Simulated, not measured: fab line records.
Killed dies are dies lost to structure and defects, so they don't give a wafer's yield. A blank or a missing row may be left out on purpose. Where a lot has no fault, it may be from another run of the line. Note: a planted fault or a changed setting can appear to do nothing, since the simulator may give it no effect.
fab line records -- flow n5Finfet -- part 2 of 2: steps 25 to 31 of 31
record lots=5, wafers=15, lastDay=18
route steps=1938 shown HKMG_FIN@414
lots that met no fault: taken from a fault-free run of the same line
startH: start of the lot's first displayed wafer, in hours after the record's first day -- waitH: hours from the lot's prior step to this one -- " as in the row above -- L1.1+2: one row covering several wafers at once -- - no value, or no start was given -- * or withheld: withheld -- < > ~ a bound
route shown NAME@n: names a module that has steps shown in the file, with the first one's number in the route -- usual: the fault-free wafers' mean and standard deviation -- same: alike in all rows -- chamber/n: place in a boat -- sites: the reading at each site -- _std_site: the values' standard deviation -- _edge_site: outer sites' mean less inner sites' -- radiusMm: for every site, how far away it sits from the centre of the wafer -- mask NAME#n: copy n -- behind: the most recent tool/chamber to have shaped the wafer -- hold: reason for holding the lot/hours on hold/outcome of the hold -- device: transistor that didn't switch, given as n, p or np -- end of line: the route-end tests of the same wafers -- step lacking rows: just its recipe -- killed: dies lost to structure and defects at the first sort, not the wafer's yield -- map: a wafer's dies, marking killed ones x, the rest . and places with no die _
set.NAME: the run value of the setting; set.NAME@STEP: its run value at that earlier step -- model.NAME: the simulator's own value behind a step, which no gauge read
a table for each step, a row for each wafer; lots at some steps of the route
services: a tool's chamber out of use, with start hour (startH, from the record's first day; less than 0 if before it), hours out, and reason
## steps
# step N5_HKMG_FIN_ETCH_35
# recipe chemistry=N2/H2, target=SOC, targetDepthA=2158, ionEnergyEv=65, biasW=5, sourceW=3000, timeS=243.4, pressureMtorr=30, n2FlowSccm=200, h2FlowSccm=200
# usual drypumpMotorCurrentA=5.8/0.46, oesProductAu=0.82/0.094, rfVppV=141.8/1.1, showerheadPlenumPTorr=2.58/0.092, throttleValvePct=17.79/0.23
lot.wafer,tool,chamber,startH,waitH,drypumpMotorCurrentA,oesProductAu,rfHoursCounterH,rfVppV,showerheadPlenumPTorr,throttleValvePct
L075.2,rieDiel-05,2,79.71,0.0,6.6,0.71,205,142.8,2.65,18.24
L075.4,rieDiel-05,2,79.71,0.0,6.6,0.72,-,143.1,2.65,18.25
L075.6,rieDiel-05,1,79.71,0.0,5.7,0.94,-,141.9,2.50,17.79
L081.1,rieDiel-02,1,124.30,0.0,5.3,0.89,34,142.9,2.60,17.72
L081.2,rieDiel-02,2,124.30,0.0,6.2,0.84,59,142.9,2.68,17.49
L081.5,rieDiel-02,1,124.30,0.0,5.3,0.89,-,143.0,2.60,17.71
L084.1,rieDiel-05,3,132.96,0.0,5.2,0.93,19,143.4,2.72,17.70
L084.2,rieDiel-05,1,132.96,0.0,5.6,0.89,30,142.6,2.49,17.84
L084.5,rieDiel-05,3,132.96,0.0,5.2,0.93,-,144.0,2.72,17.73
L087.1,rieDiel-05,2,152.95,0.0,6.6,0.69,232,141.2,2.64,18.29
L087.2,rieDiel-05,3,152.95,0.0,5.2,0.91,25,143.5,2.72,17.69
L087.6,rieDiel-05,2,152.95,0.0,6.6,0.69,-,142.6,2.64,18.30
L097.2,rieDiel-05,0,215.47,0.0,5.8,0.89,39,139.3,2.49,17.78
L097.4,rieDiel-05,1,215.47,0.0,5.6,0.84,-,140.9,2.48,17.88
L097.5,rieDiel-05,3,215.47,0.0,5.2,0.86,-,142.3,2.71,17.77
# step N5_HKMG_FIN_STRIP_92
# recipe chemistry=N2/H2, material=SOC, timeS=20, powerW=500, tempC=40, pressureMtorr=50, rfFrequencyHz=6e+07, biasPowerW=8, h2Frac=0.5, n2FlowSccm=300, h2FlowSccm=300
# usual drypumpMotorCurrentA=5.8/0.45, oesProductAu=0.82/0.095, rfVppV=54.3/0.91, showerheadPlenumPTorr=3.40/0.12, throttleValvePct=18.96/0.29
lot.wafer,tool,chamber,startH,waitH,drypumpMotorCurrentA,oesProductAu,rfHoursCounterH,rfVppV,showerheadPlenumPTorr,throttleValvePct
L075.2,rieDiel-05,2,79.86,0.1,6.6,0.72,205,55.2,3.50,19.48
L075.4,rieDiel-05,2,79.86,0.1,6.6,0.72,-,55.5,3.50,19.46
L075.6,rieDiel-05,1,79.86,0.1,5.7,0.93,-,51.6,3.30,19.05
L081.1,rieDiel-02,1,124.44,0.1,5.2,0.88,34,54.2,3.43,18.88
L081.2,rieDiel-02,2,124.44,0.1,6.2,0.84,59,55.0,3.53,18.56
L081.5,rieDiel-02,1,124.44,0.1,5.2,0.88,-,53.5,3.43,18.89
L084.1,rieDiel-05,3,133.11,0.1,5.2,0.92,19,55.1,3.59,18.77
L084.2,rieDiel-05,1,133.11,0.1,5.7,0.89,30,54.5,3.29,19.08
L084.5,rieDiel-05,3,133.11,0.1,5.2,0.92,-,54.5,3.59,18.77
L087.1,rieDiel-05,2,153.10,0.1,6.6,0.69,232,54.4,3.48,19.49
L087.2,rieDiel-05,3,153.10,0.1,5.2,0.90,25,55.9,3.58,18.78
L087.6,rieDiel-05,2,153.10,0.1,6.6,0.69,-,55.8,3.48,19.50
L097.2,rieDiel-05,0,215.62,0.1,5.8,0.89,39,52.8,3.29,19.11
L097.4,rieDiel-05,1,215.62,0.1,5.7,0.85,-,54.0,3.27,19.13
L097.5,rieDiel-05,3,215.62,0.1,5.2,0.86,-,54.8,3.57,18.82
# step N5_HKMG_FIN_WET_ETCH_18
# recipe chemistry=SC1, target=TiN, mix=1:1:5, tempC=*, timeS=55, targetDepthNm=5.2, dry=ipaMarangoni, rinseTimeS=30, rinseTempC=23
# same rinseTimeS=30
lot.wafer,tool,chamber,startH,waitH
L075.2+4+6,wetBench-04,"3,1,2",79.94,0.1
L081.1+2+5,wetBench-04,"1,6,4",124.53,0.1
L084.1+2+5,wetBench-01,"0,5,7",133.19,0.1
L087.1+2+6,wetBench-04,"3,2,1",153.18,0.1
L097.2+4+5,wetBench-04,"2,7,5",215.70,0.1
# step N5_HKMG_FIN_STRIP_19
# recipe chemistry=N2/H2, powerW=2500, tempC=300, h2Frac=0.65, timeS=360, pressureMtorr=withheld, n2FlowSccm=1750, h2FlowSccm=3250
# usual drypumpMotorCurrentA=5.8/0.56, heaterPowerW=505/61
lot.wafer,tool,chamber,startH,waitH,drypumpMotorCurrentA,heaterPowerW,rfHoursCounterH
L075.2,plasmaAsher-01,0,80.00,0.0,6.2,476,98
L075.4,plasmaAsher-01,0,80.00,0.0,6.2,484,-
L075.6,plasmaAsher-01,1,80.00,0.0,5.0,431,-
L081.1,plasmaAsher-02,1,124.59,0.0,6.4,582,41
L081.2,plasmaAsher-02,0,124.59,0.0,5.7,544,41
L081.5,plasmaAsher-02,0,124.59,0.0,5.7,538,-
L084.1,plasmaAsher-02,1,133.26,0.0,6.4,586,43
L084.2,plasmaAsher-02,0,133.26,0.0,5.7,535,43
L084.5,plasmaAsher-02,1,133.26,0.0,6.4,587,-
L087.1,plasmaAsher-02,1,153.24,0.0,6.3,612,47
L087.2,plasmaAsher-02,0,153.24,0.0,5.7,538,47
L087.6,plasmaAsher-02,1,153.24,0.0,6.3,589,-
L097.2,plasmaAsher-01,1,215.76,0.0,5.0,432,122
L097.4,plasmaAsher-01,0,215.76,0.0,6.2,459,-
L097.5,plasmaAsher-01,0,215.76,0.0,6.2,476,-
# step N5_HKMG_FIN_ALD_91
# recipe material=TiN, targetThkA=10, tempC=400, aldPrecursorFamily=TiCl4, aldCoReactant=NH3, pulseTimeS=1, purgeTimeS=3, coReactantPurgeTimeS=2, coReactantPulseTimeS=2, aldCycles=47, pressureTorr=3
# usual heaterPowerW=883/51, precursorPulseHeightRel=0.997/0.019
lot.wafer,tool,chamber,startH,waitH,heaterPowerW,precursorPulseHeightRel
L075.2,aldMetal-04,1,80.39,0.3,954,0.979
L075.4,aldMetal-04,2,80.39,0.3,902,0.993
L075.6,aldMetal-04,0,80.39,0.3,836,0.976
L081.1,aldMetal-01,3,124.97,0.3,834,0.977
L081.2,aldMetal-01,2,124.97,0.3,938,0.992
L081.5,aldMetal-01,0,124.97,0.3,851,0.986
L084.1,aldMetal-04,0,133.64,0.3,828,0.993
L084.2,aldMetal-04,1,133.64,0.3,944,1.004
L084.5,aldMetal-04,0,133.64,0.3,854,1.005
L087.1,aldMetal-02,0,153.62,0.3,882,1.008
L087.2,aldMetal-02,3,153.62,0.3,851,0.985
L087.6,aldMetal-02,3,153.62,0.3,865,1.034
L097.2,aldMetal-04,1,216.14,0.3,954,1.005
L097.4,aldMetal-04,0,216.14,0.3,840,1.007
L097.5,aldMetal-04,2,216.14,0.3,900,1.010
# step N5_HKMG_FIN_COAT_85
# recipe resist=SOC, tempC=250, timeS=60, spinRpm=1500, resistThkNm=300
# usual heaterPowerTotalW=500.7/1.9
lot.wafer,tool,chamber,startH,waitH,heaterPowerTotalW
L075.2,lithoTrack-04,0,80.66,0.2,502.3
L075.4,lithoTrack-04,0,80.66,0.2,502.7
L075.6,lithoTrack-04,0,80.66,0.2,503.4
L081.1,lithoTrack-04,0,125.25,0.2,498.3
L081.2,lithoTrack-04,0,125.25,0.2,500.8
L081.5,lithoTrack-04,0,125.25,0.2,502.8
L084.1,lithoTrack-03,0,133.91,0.2,502.9
L084.2,lithoTrack-03,0,133.91,0.2,501.5
L084.5,lithoTrack-03,0,133.91,0.2,502.9
L087.1,lithoTrack-01,0,153.90,0.2,499.0
L087.2,lithoTrack-01,0,153.90,0.2,497.7
L087.6,lithoTrack-01,0,153.90,0.2,499.5
L097.2,lithoTrack-01,0,216.42,0.2,498.3
L097.4,lithoTrack-01,0,216.42,0.2,498.0
L097.5,lithoTrack-01,0,216.42,0.2,501.4
# step N5_HKMG_FIN_ETCH_86
# recipe chemistry=N2/H2, target=SOC, targetDepthA=3932, stopOn=TiN, ionEnergyEv=100, biasW=61, pressureMtorr=30, sourceW=850, n2FlowSccm=200, h2FlowSccm=200
# usual drypumpMotorCurrentA=5.8/0.45, oesProductAu=0.80/0.096, rfVppV=241.0/1.3, showerheadPlenumPTorr=2.57/0.088, throttleValvePct=17.74/0.22
lot.wafer,tool,chamber,startH,waitH,drypumpMotorCurrentA,oesProductAu,rfHoursCounterH,rfVppV,showerheadPlenumPTorr,throttleValvePct
L075.2,rieDiel-05,0,80.72,-,5.7,0.67,269,239.5,2.50,18.13
L075.4,rieDiel-05,1,80.72,-,5.7,0.92,-,240.1,2.50,17.77
L075.6,rieDiel-05,0,80.72,-,5.8,0.67,-,239.9,2.50,18.12
L081.1,rieDiel-04,0,125.31,-,5.2,0.66,244,240.5,2.49,17.50
L081.2,rieDiel-04,1,125.31,-,5.4,0.92,16,241.2,2.61,17.57
L081.5,rieDiel-04,0,125.31,-,5.2,0.67,-,238.7,2.49,17.47
L084.1,rieDiel-02,2,133.98,-,6.2,0.82,63,242.7,2.67,17.46
L084.2,rieDiel-02,0,133.98,-,5.8,0.73,173,239.0,2.42,17.73
L084.5,rieDiel-02,3,133.98,-,5.7,0.97,-,241.2,2.60,17.41
L087.1,rieDiel-04,1,153.96,-,5.3,0.89,26,240.8,2.60,17.61
L087.2,rieDiel-04,3,153.96,-,6.5,0.72,189,240.0,2.62,17.85
L087.6,rieDiel-04,2,153.96,-,5.8,0.69,-,239.8,2.50,17.90
L097.2,rieDiel-05,0,216.63,-,5.8,0.87,40,240.6,2.49,17.78
L097.4,rieDiel-05,1,216.63,-,5.7,0.83,-,239.9,2.48,17.85
L097.5,rieDiel-05,0,216.63,-,5.8,0.88,-,240.7,2.49,17.76
## services
tool,chamber,startH,hours,kind
arfiScanner-01,-,60.92,1.3,pm
rieDiel-02,3,63.35,3.5,repair
aldMetal-01,0,70.26,7.8,repair
rieDiel-02,-,93.56,0.3,repair
rtpAnneal-02,-,100.84,8.3,pm
aldMetal-01,-,109.13,14.6,pm
rtpAnneal-02,-,112.75,4.5,pm
arfiScanner-01,-,114.65,6.0,pm
aldMetal-01,-,123.82,0.6,repair
arfiScanner-01,-,131.12,0.8,pm
aldMetal-02,-,134.17,0.4,repair
aldMetal-04,-,135.80,14.6,pm
aldMetal-02,1,150.83,3.9,repair
aldMetal-04,-,153.92,8.7,pm
rieDiel-04,2,165.46,6.9,repair
plasmaAsher-01,-,170.20,11.7,repair
aldMetal-01,3,172.43,7.9,repair
arfiScanner-01,-,176.08,0.8,repair
aldMetal-04,-,180.21,2.8,pm
arfiScanner-01,-,182.76,1.0,pm
arfiScanner-01,-,186.42,1.3,pm
arfiScanner-01,-,192.10,0.3,repair
arfiScanner-01,-,198.54,4.9,pm
plasmaAsher-02,-,203.15,3.0,repair
